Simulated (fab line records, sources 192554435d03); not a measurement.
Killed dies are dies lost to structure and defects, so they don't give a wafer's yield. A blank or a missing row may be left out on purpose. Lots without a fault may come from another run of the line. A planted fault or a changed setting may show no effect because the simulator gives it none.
Chamber matching | flow n5_finfet | N5_FIN_SAQP_SPACER1_ALD_24 on ald_sin-03: 4 sister chambers
The step deposits SiO2, target thk 20.3 nm, pulse time 1 s, purge time 2 s. 8 wafers are shown with their chamber, then 7 later ones without.

WAFERS WITH THEIR CHAMBER
wafer  | chamber | heater_power_w (W) | precursor_pulse_height_rel
L080.2 | 1       | 368                | 0.964
L080.5 | 0       | 388                | 0.975
L080.6 | 3       | 503                | 1.068
L089.1 | 2       | 433                | 0.983
L089.2 | 0       | 406                | 1.031
L089.4 | 3       | 490                | 1.004
L091.3 | 2       | 443                | 1.011
L091.4 | 1       | 364                | 0.987

WAFERS WITHOUT THEIR CHAMBER
wafer  | heater_power_w (W) | precursor_pulse_height_rel
L091.6 | 361                | 0.975
L093.1 | 430                | 0.976
L093.4 | 501                | 0.953
L093.6 | 489                | 0.957
L095.1 | 360                | 0.961
L095.2 | 445                | 0.982
L095.3 | 492                | 1.041

WHICH CHAMBER EACH WENT THROUGH
wafer  | from the rows above | in truth
L091.6 | 1                   | 1
L093.1 | 2                   | 2
L093.4 | 3                   | 3
L093.6 | 3                   | 3
L095.1 | 1                   | 1
L095.2 | 2                   | 2
L095.3 | 3                   | 3
Placed correctly: 7 of 7. Can't be placed from these rows: 0. Placed wrongly: 0.
How it was worked out, from the rows above alone: a wafer's distance from a chamber is the root of the sum, over the readings, of the square of ((its reading less the chamber's mean) divided by the reading's scatter). The wafer belongs to the nearest chamber; if the next one is less than 2 further off, it can't be placed. A chamber's mean is the mean of its shown wafers. The scatter: the root of (the sum of the squares of (reading less its chamber's mean) over the shown wafers, divided by (wafers less chambers)).
